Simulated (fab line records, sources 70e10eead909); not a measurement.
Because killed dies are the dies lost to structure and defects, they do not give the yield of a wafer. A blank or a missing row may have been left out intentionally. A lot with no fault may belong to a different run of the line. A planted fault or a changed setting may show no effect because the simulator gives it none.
Chamber matching | flow nand_harc | rie_diel-01 running NHARC_A_CONTACT_ETCH_75: 4 sister chambers
The step etches the open film in CF4, target depth 39 nm, time 65 s. 4 wafers are shown with their chamber, then 8 later ones without.

## WAFERS WITH THEIR CHAMBER
wafer  | chamber | drypump_motor_current_A (A)
L306.6 | 3       | 5.9
L312.2 | 0       | 4.9
L312.4 | 1       | 5.1
L313.1 | 2       | 5.3

## WAFERS WHOSE CHAMBER IS MISSING
wafer  | drypump_motor_current_A (A)
L313.5 | 5.9
L313.6 | 5.3
L314.3 | 5.3
L314.4 | 5.1
L314.5 | 5.9
L317.2 | 4.8
L317.3 | 5.4
L317.6 | 5.9

## WHICH CHAMBER EACH WENT THROUGH
wafer  | from the rows above | in truth
L313.5 | 3                   | 3
L313.6 | 2                   | 2
L314.3 | 2                   | 2
L314.4 | 1                   | 1
L314.5 | 3                   | 3
L317.2 | 0                   | 0
L317.3 | 2                   | 2
L317.6 | 3                   | 3
Correct placement for 8 of the 8. Can't be placed from these rows: 0. Wrongly placed: 0.
How it was worked out, from the rows above alone: a wafer's distance from a chamber is the root of the sum, over the readings, of the square of ((its reading less the chamber's mean) divided by the reading's scatter). If the next closest chamber is less than 2 further off than the closest, the wafer can't be placed; otherwise it belongs to the closest. Each chamber's mean is taken over the wafers shown for it. The scatter: with one shown wafer a chamber, the root of the mean of the squares of how far each hidden wafer lies from its nearest shown one.
